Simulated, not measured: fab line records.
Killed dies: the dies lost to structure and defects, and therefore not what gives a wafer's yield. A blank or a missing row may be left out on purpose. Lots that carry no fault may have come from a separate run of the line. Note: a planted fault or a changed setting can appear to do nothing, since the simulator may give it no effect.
Matching of chambers -- flow nand harc -- 3 sister chambers for NHARC_P_M0_PRE_CLEAN_31 on pecvd-01
The step time 12 s. 3 wafers are shown with their chamber, then 7 later ones without.

== WAFERS WITH THEIR CHAMBER ==
wafer,chamber,heater power w (W)
L086.5,2,699
L086.6,0,697
L089.5,1,822

== WAFERS WITH NO CHAMBER GIVEN ==
wafer,heater power w (W)
L089.6,692
L092.3,680
L092.5,682
L092.6,759
L097.2,682
L097.4,705
L097.6,753

== WHICH CHAMBER EACH WENT THROUGH ==
wafer,from the rows above,in truth
L089.6,can't be placed: 0 or 2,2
L092.3,can't be placed: 0 or 2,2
L092.5,can't be placed: 0 or 2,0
L092.6,can't be placed: 2 or 0 or 1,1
L097.2,can't be placed: 0 or 2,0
L097.4,can't be placed: 2 or 0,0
L097.6,can't be placed: 2 or 0 or 1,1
Placed correctly: 0 of 7. These rows do not allow placing 7 (true chamber among the candidates in 7). Placed wrongly: 0.
How it was worked out, from the rows above alone: a wafer's distance from a chamber is the root of the sum, over the readings, of the square of ((its reading less the chamber's mean) divided by the reading's scatter). The wafer belongs to the nearest chamber; if the next one is less than 2 further off, it can't be placed. The mean given for a chamber averages the wafers shown for that chamber. The scatter: root of mean squared gap, hidden wafer to nearest shown wafer, with one shown wafer a chamber.
